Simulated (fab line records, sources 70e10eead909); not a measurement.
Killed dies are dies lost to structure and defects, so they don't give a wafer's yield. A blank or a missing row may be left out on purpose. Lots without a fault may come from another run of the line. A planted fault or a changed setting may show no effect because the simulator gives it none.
A struck lot beside a sound one | flow nand_harc | 15 steps out of a route of 1159
Sound: wafers L126.2, L126.3, L126.6. Struck: wafers L139.1, L139.4, L139.6. The cause comes at the end.
At each step with rows: each side's tool, then ch and its chambers, then its first start. Under that, the readings that differ: sound wafers | struck wafers | difference of the means | sigmas: that difference in standard deviations of wafers without a fault.
alike: readings whose means differ by less than 2 such deviations, and words and numbers that are the same on both sides. not compared: withheld readings, readings that some wafer has no value for, bounds like >300 that may hide the same value, and numbers for which the record gives no deviation and whose values overlap.
The two part at a step that has a row with sigmas, a row that says differs or no value, or rows on one side only. Numbers that don't overlap but have no deviation are shown without sigmas and don't part them. A reading that every wafer of one side lacks parts them only if that side has two wafers or more.

NHARC_P_START_INSPECT_01:
  sound on defect_inspect-02, day 3 06:02; struck on defect_inspect-02, day 6 12:02
  alike: raw_defect_count
then, 10 steps without rows for these wafers: NHARC_P_ZERO_WELL_PRECLEAN_00 (cleans in SPM, time 600 s); NHARC_P_ZERO_WELL_SRD_01; NHARC_P_ZERO_WELL_PECVD_02 (deposits SiO2, target thk 10 nm); NHARC_P_ZERO_WELL_DEHYDRATE_03 (time 120 s); NHARC_P_ZERO_WELL_HMDS_04 (time 30 s); NHARC_P_ZERO_WELL_COAT_64 (time 65 s); NHARC_P_ZERO_WELL_COAT_05 (resist thk 600 nm); NHARC_P_ZERO_WELL_SOFTBAKE_06 (time 70 s); NHARC_P_ZERO_WELL_EBR_07; NHARC_P_ZERO_WELL_EXPOSE_08 (exposes mask P ZERO, target cd 500 nm).
NHARC_P_ZERO_WELL_PEB_09: peb time 80 s.
  sound on litho_track-05 ch 0, day 3 07:01; struck on litho_track-03 ch 0, day 6 13:10
  reading                  | sound                | struck               | difference | sigmas
  heater_power_total_W (W) | 189.0 189.2 190.7    | 202.3 201.9 203.6    | +13.0      | +16
  plate_temp_C (C)         | 127.99 127.92 128.06 | 134.43 134.34 134.55 | +6.45      | +50
then, 1 step without rows for these wafers: NHARC_P_ZERO_WELL_DEVELOP_10 (time 50 s).
NHARC_P_ZERO_WELL_CD_MEAS_11: target cd 500 nm.
  sound on cd_sem-03 ch 0, day 3 07:07; struck on cd_sem-02 ch 0, day 6 13:15
  reading    | sound             | struck            | difference | sigmas
  cd_nm (nm) | 504.0 502.6 499.0 | 531.1 531.0 532.7 | +29.7      | +12
then, 1 step without rows for these wafers: NHARC_P_ZERO_WELL_HARDBAKE_12 (time 65 s).

WHERE THEY PART
First at NHARC_P_ZERO_WELL_PEB_09; last, within this record, at NHARC_P_ZERO_WELL_CD_MEAS_11.

WHY: what the simulator had put in
Process parameter drift: litho_track-03, from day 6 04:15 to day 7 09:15, at NHARC_P_ZERO_WELL_PEB_09. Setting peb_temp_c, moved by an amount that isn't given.
